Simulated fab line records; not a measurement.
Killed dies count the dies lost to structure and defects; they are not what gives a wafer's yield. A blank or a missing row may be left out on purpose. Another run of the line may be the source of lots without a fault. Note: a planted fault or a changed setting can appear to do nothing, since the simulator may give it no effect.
What tool caused it? ; flow n5_finfet ; Sampling: 24 lots, 72 wafers, 6 of 1938 route steps

WHAT THE GAUGES READ, wafer by wafer
N5_BEOL_M6_OVL_MEAS_12. Usual: M6_OVL -0.1 nm, standard deviation 0.79.
lot;measured;on;M6_OVL (nm);flag
L074;day 8 09:28;overlay-02;-0.2 0.8 0.6;
L076;day 8 21:47;overlay-02;0.7 1.0 0.9;
L075;day 9 16:01;overlay-01;0.1 -0.1 -0.4;
L077;day 9 08:38;overlay-02;1.4 -0.9 0.3;
L079;day 9 11:33;overlay-01;0.0 -0.7 -1.1;
L078;day 9 12:52;overlay-02;1.5 1.1 1.2;
L080;day 10 08:19;overlay-02;-0.2 0.3 0.3;
L081;day 10 14:04;overlay-01;0.2 -0.7 -0.7;
L082;day 11 05:20;overlay-01;1.5 1.5 -0.4;
L083;day 11 14:44;overlay-02;1.0 1.0 0.7;
L084;day 11 16:22;overlay-02;-1.3 -0.3 -0.8;
L086;day 11 20:47;overlay-02;-0.3 -0.4 -0.7;
L085;day 11 21:28;overlay-01;-0.2 -1.0 0.0;
L088;day 12 06:59;overlay-01;0.8 0.5 0.1;
L087;day 12 07:09;overlay-02;-0.4 0.7 1.0;
L089;day 12 20:44;overlay-01;-0.5 0.0 -0.4;
L091;day 13 01:36;overlay-01;1.0 0.8 1.0;
L090;day 13 03:44;overlay-01;0.0 0.1 0.1;
L092;day 13 09:56;overlay-01;-0.8 0.4 -0.9;
L093;day 13 19:05;overlay-01;-1.3 -0.1 -0.6;
L094;day 13 20:02;overlay-02;-1.3 -0.7 -1.4;
L095;day 14 10:37;overlay-01;-0.7 -1.0 0.0;
L096;day 14 11:23;overlay-02;0.1 -0.2 0.3;
L097;day 14 22:16;overlay-01;-1.0 -1.6 -0.5;

N5_BEOL_M6_CD_MEAS_28: the cd target is 40 nm. Usual: cd_nm at 39.94 nm, with a standard deviation of 0.22.
lot;measured;on;cd_nm (nm);flag
L074;day 8 13:08;cd_sem-02;39.71 39.70 39.90;
L076;day 9 01:41;cd_sem-02;39.52 40.25 39.77;
L075;day 9 17:14;cd_sem-03;39.90 39.50 40.05;
L077;day 9 09:55;cd_sem-01;40.19 39.85 40.31;
L079;day 9 12:29;cd_sem-02;39.95 39.51 40.14;
L078;day 9 14:47;cd_sem-01;40.04 40.22 39.95;
L080;day 10 09:19;cd_sem-02;40.07 39.79 39.69;
L081;day 10 15:17;cd_sem-02;39.84 40.21 39.75;
L082;day 11 07:49;cd_sem-02;39.83 40.12 40.25;
L083;day 11 18:16;cd_sem-01;40.14 39.69 39.57;
L084;day 11 18:26;cd_sem-02;39.97 39.94 39.66;
L086;day 11 21:44;cd_sem-02;40.00 39.85 39.83;
L085;day 11 22:31;cd_sem-01;39.75 39.80 39.71;
L088;day 12 09:12;cd_sem-01;39.72 40.28 40.11;
L087;day 12 09:09;cd_sem-02;39.40 40.00 40.05;
L089;day 12 22:03;cd_sem-01;40.12 40.12 39.57;
L091;day 13 02:54;cd_sem-01;40.24 39.99 40.23;
L090;day 13 04:43;cd_sem-03;39.84 39.84 39.97;
L092;day 13 14:35;cd_sem-03;40.01 39.80 40.07;
L093;day 13 20:59;cd_sem-03;40.14 39.88 39.82;
L094;day 13 21:02;cd_sem-01;40.20 40.08 40.47;
L095;day 14 12:04;cd_sem-01;39.87 39.66 39.56;
L096;day 14 12:32;cd_sem-01;40.02 39.70 40.09;
L097;day 15 01:14;cd_sem-01;39.86 40.08 39.92;

TOOL THAT RAN EACH LOT (tool first, then ch and the chambers of the sampled wafers, then the start)
lot;N5_BEOL_M5_CURE_80;N5_BEOL_M5_SPUTTER_88;N5_BEOL_M5_ANNEAL_89;N5_BEOL_M5_ANNEAL_51
L074;uv_cure-02 ch 2, day 8 00:08;pvd_sputter-03, day 8 04:47;pvd_sputter-03, day 8 04:52;rtp_anneal-02 ch 0, day 8 06:10
L076;uv_cure-01 ch 0, day 8 14:04;pvd_sputter-03, day 8 18:13;pvd_sputter-03, day 8 18:17;rtp_anneal-01 ch 0, day 8 19:38
L075;uv_cure-02 ch 0, day 8 14:20;pvd_sputter-01, day 9 11:12;pvd_sputter-01, day 9 11:17;rtp_anneal-02 ch 0, day 9 12:37
L077;uv_cure-01 ch 2, day 8 21:39;pvd_sputter-02, day 9 01:46;pvd_sputter-02, day 9 01:50;rtp_anneal-02 ch 0, day 9 03:06
L079;uv_cure-03 ch 0, day 9 02:52;pvd_sputter-02, day 9 06:59;pvd_sputter-02, day 9 07:04;rtp_anneal-02 ch 0, day 9 08:25
L078;uv_cure-03 ch 1, day 9 03:04;pvd_sputter-03, day 9 08:20;pvd_sputter-03, day 9 08:26;rtp_anneal-02 ch 0, day 9 09:49
L080;uv_cure-02 ch 1, day 9 22:13;pvd_sputter-02, day 10 03:20;pvd_sputter-02, day 10 03:25;rtp_anneal-01 ch 0, day 10 04:40
L081;uv_cure-02 ch 0, day 10 05:15;pvd_sputter-01, day 10 10:24;pvd_sputter-01, day 10 10:29;rtp_anneal-01 ch 0, day 10 11:44
L082;uv_cure-03 ch 0, day 10 18:16;pvd_sputter-03, day 10 23:41;pvd_sputter-03, day 10 23:46;rtp_anneal-01 ch 0, day 11 01:01
L083;uv_cure-01 ch 0, day 11 02:22;pvd_sputter-03, day 11 06:43;pvd_sputter-03, day 11 06:48;rtp_anneal-02 ch 0, day 11 10:20
L084;uv_cure-01 ch 0, day 11 05:49;pvd_sputter-01, day 11 12:25;pvd_sputter-01, day 11 12:29;rtp_anneal-01 ch 0, day 11 13:42
L086;uv_cure-01 ch 2, day 11 11:08;pvd_sputter-01, day 11 16:50;pvd_sputter-01, day 11 16:55;rtp_anneal-01 ch 0, day 11 18:10
L085;uv_cure-02 ch 1, day 11 11:22;pvd_sputter-02, day 11 17:14;pvd_sputter-02, day 11 17:19;rtp_anneal-02 ch 0, day 11 18:37
L088;uv_cure-03 ch 0, day 11 20:59;pvd_sputter-01, day 12 02:02;pvd_sputter-01, day 12 02:07;rtp_anneal-01 ch 0, day 12 03:19
L087;uv_cure-02 ch 0, day 11 21:22;pvd_sputter-02, day 12 02:11;pvd_sputter-02, day 12 02:16;rtp_anneal-02 ch 0, day 12 03:34
L089;uv_cure-02 ch 2, day 12 12:06;pvd_sputter-01, day 12 16:31;pvd_sputter-01, day 12 16:36;rtp_anneal-01 ch 0, day 12 17:55
L091;uv_cure-02 ch 0, day 12 15:02;pvd_sputter-03, day 12 21:11;pvd_sputter-03, day 12 21:16;rtp_anneal-01 ch 0, day 12 22:29
L090;uv_cure-03 ch 0, day 12 17:57;pvd_sputter-02, day 12 22:19;pvd_sputter-02, day 12 22:24;rtp_anneal-01 ch 0, day 12 23:39
L092;uv_cure-03 ch 1, day 13 00:06;pvd_sputter-01, day 13 05:13;pvd_sputter-01, day 13 05:17;rtp_anneal-02 ch 0, day 13 06:30
L093;uv_cure-03 ch 0, day 13 09:53;pvd_sputter-02, day 13 14:11;pvd_sputter-02, day 13 14:16;rtp_anneal-01 ch 0, day 13 15:29
L094;uv_cure-01 ch 1, day 13 10:27;pvd_sputter-01, day 13 16:03;pvd_sputter-01, day 13 16:08;rtp_anneal-01 ch 0, day 13 17:23
L095;uv_cure-03 ch 0, day 14 00:37;pvd_sputter-01, day 14 06:16;pvd_sputter-01, day 14 06:20;rtp_anneal-01 ch 0, day 14 07:37
L096;uv_cure-02 ch 0, day 14 03:19;pvd_sputter-02, day 14 07:58;pvd_sputter-02, day 14 08:03;rtp_anneal-01 ch 0, day 14 09:16
L097;uv_cure-01 ch 2, day 14 10:19;pvd_sputter-03, day 14 16:22;pvd_sputter-03, day 14 16:26;rtp_anneal-02 ch 0, day 14 17:41
- N5_BEOL_M5_CURE_80: cures SiCOH lowk, time 120 s.
- N5_BEOL_M5_SPUTTER_88: material Cu, target thk 15 nm, time 27.62 s.
- N5_BEOL_M5_ANNEAL_89: time 1800 s.
- N5_BEOL_M5_ANNEAL_51: time 90 s.

AS READ BY THE TOOLS THEMSELVES (means over the sampled wafers that have a number; for cases with no such wafer, the mark the record gives instead)
N5_BEOL_M5_CURE_80. Usual: lamp_power_pct 52.31 %, standard deviation 0.052; wafer_temp_C_max 371.8, standard deviation 0.49.
lot;tool;lamp_power_pct (%);wafer_temp_C_max;flag
L074;uv_cure-02;52.34;371.7;
L076;uv_cure-01;52.31;372.2;
L075;uv_cure-02;52.24;371.6;
L077;uv_cure-01;52.31;372.2;
L079;uv_cure-03;52.26;371.7;
L078;uv_cure-03;52.29;371.1;
L080;uv_cure-02;52.29;372.0;
L081;uv_cure-02;52.31;371.6;
L082;uv_cure-03;52.28;371.6;
L083;uv_cure-01;52.34;372.2;
L084;uv_cure-01;52.32;372.0;
L086;uv_cure-01;52.35;372.4;
L085;uv_cure-02;52.29;371.9;
L088;uv_cure-03;52.37;371.8;
L087;uv_cure-02;52.28;371.7;
L089;uv_cure-02;52.34;371.4;
L091;uv_cure-02;52.28;371.9;
L090;uv_cure-03;52.31;371.5;
L092;uv_cure-03;52.31;371.4;
L093;uv_cure-03;52.34;371.9;
L094;uv_cure-01;52.32;372.2;
L095;uv_cure-03;52.23;371.3;
L096;uv_cure-02;52.23;371.3;
L097;uv_cure-01;52.33;372.5;

N5_BEOL_M5_SPUTTER_88. Usual: chamber_pressure_pa 0.06999 Pa, standard deviation 0.00013; throttle_valve_pct 29.9 %, standard deviation 1.1.
lot;tool;chamber_pressure_pa (Pa);throttle_valve_pct (%);flag
L074;pvd_sputter-03;0.06997;29.4;
L076;pvd_sputter-03;0.07017;29.5;
L075;pvd_sputter-01;0.06998;28.9;
L077;pvd_sputter-02;0.07015;30.8;
L079;pvd_sputter-02;0.07004;30.0;
L078;pvd_sputter-03;0.06983;29.7;
L080;pvd_sputter-02;0.06982;30.6;
L081;pvd_sputter-01;0.07001;29.8;
L082;pvd_sputter-03;0.06998;29.3;
L083;pvd_sputter-03;0.06991;29.3;
L084;pvd_sputter-01;0.06990;29.8;
L086;pvd_sputter-01;0.06984;30.3;
L085;pvd_sputter-02;0.06997;30.6;
L088;pvd_sputter-01;0.07000;29.8;
L087;pvd_sputter-02;0.06996;30.5;
L089;pvd_sputter-01;0.06991;30.2;
L091;pvd_sputter-03;0.07000;28.9;
L090;pvd_sputter-02;0.07003;30.9;
L092;pvd_sputter-01;0.07013;29.7;
L093;pvd_sputter-02;0.06997;30.4;
L094;pvd_sputter-01;0.07000;29.8;
L095;pvd_sputter-01;0.07005;29.0;
L096;pvd_sputter-02;0.06995;30.4;
L097;pvd_sputter-03;0.07008;29.9;

N5_BEOL_M5_ANNEAL_89. Usual: heater_power_w at 854 W, with a standard deviation of 120.
lot;tool;heater_power_w (W);flag
L074;pvd_sputter-03;783;
L076;pvd_sputter-03;880;
L075;pvd_sputter-01;865;
L077;pvd_sputter-02;937;
L079;pvd_sputter-02;992;
L078;pvd_sputter-03;778;
L080;pvd_sputter-02;908;
L081;pvd_sputter-01;779;
L082;pvd_sputter-03;881;
L083;pvd_sputter-03;820;
L084;pvd_sputter-01;683;
L086;pvd_sputter-01;694;
L085;pvd_sputter-02;995;
L088;pvd_sputter-01;823;
L087;pvd_sputter-02;922;
L089;pvd_sputter-01;783;
L091;pvd_sputter-03;851;
L090;pvd_sputter-02;917;
L092;pvd_sputter-01;773;
L093;pvd_sputter-02;995;
L094;pvd_sputter-01;779;
L095;pvd_sputter-01;771;
L096;pvd_sputter-02;1002;
L097;pvd_sputter-03;829;

N5_BEOL_M5_ANNEAL_51. Usual: anneal_temp_c_max 226.6, standard deviation 0.3; wafer_temp_C_max 226.0, standard deviation 0.46.
lot;tool;anneal_temp_c_max;wafer_temp_C_max;flag
L074;rtp_anneal-02;226.7;226.5;
L076;rtp_anneal-01;226.5;225.8;
L075;rtp_anneal-02;226.7;226.5;
L077;rtp_anneal-02;226.5;226.3;
L079;rtp_anneal-02;226.6;226.5;
L078;rtp_anneal-02;226.6;226.3;
L080;rtp_anneal-01;226.6;225.7;
L081;rtp_anneal-01;226.2;225.3;
L082;rtp_anneal-01;226.4;225.5;
L083;rtp_anneal-02;226.9;226.7;
L084;rtp_anneal-01;226.4;225.6;
L086;rtp_anneal-01;226.3;225.6;
L085;rtp_anneal-02;226.5;226.7;
L088;rtp_anneal-01;226.5;225.7;
L087;rtp_anneal-02;226.5;226.6;
L089;rtp_anneal-01;226.3;225.5;
L091;rtp_anneal-01;226.8;225.8;
L090;rtp_anneal-01;226.4;225.6;
L092;rtp_anneal-02;226.9;226.5;
L093;rtp_anneal-01;226.5;225.7;
L094;rtp_anneal-01;226.3;225.6;
L095;rtp_anneal-01;226.6;225.9;
L096;rtp_anneal-01;226.4;225.4;
L097;rtp_anneal-02;227.0;226.6;

THE ANSWER, worked out from the rows above alone
Rule: take the mean of a lot's wafers that have a number; if it is more than 3 standard deviations from the usual mean, the lot is off. A lot without any number at a reading at which 4 lots or more have one is off too. All remaining lots with rows at the step are treated as sound. The gauges are gone through in route order, then the tools' own readings, and for those a lot's mean is taken as printed above. At the first step where some lot is off, the reading lying furthest off is the one used; lots without a number count as furthest.
Across all readings shown, no lot is off: no conclusion can be drawn from this.

WHAT WAS PUT IN BY THE SIMULATOR
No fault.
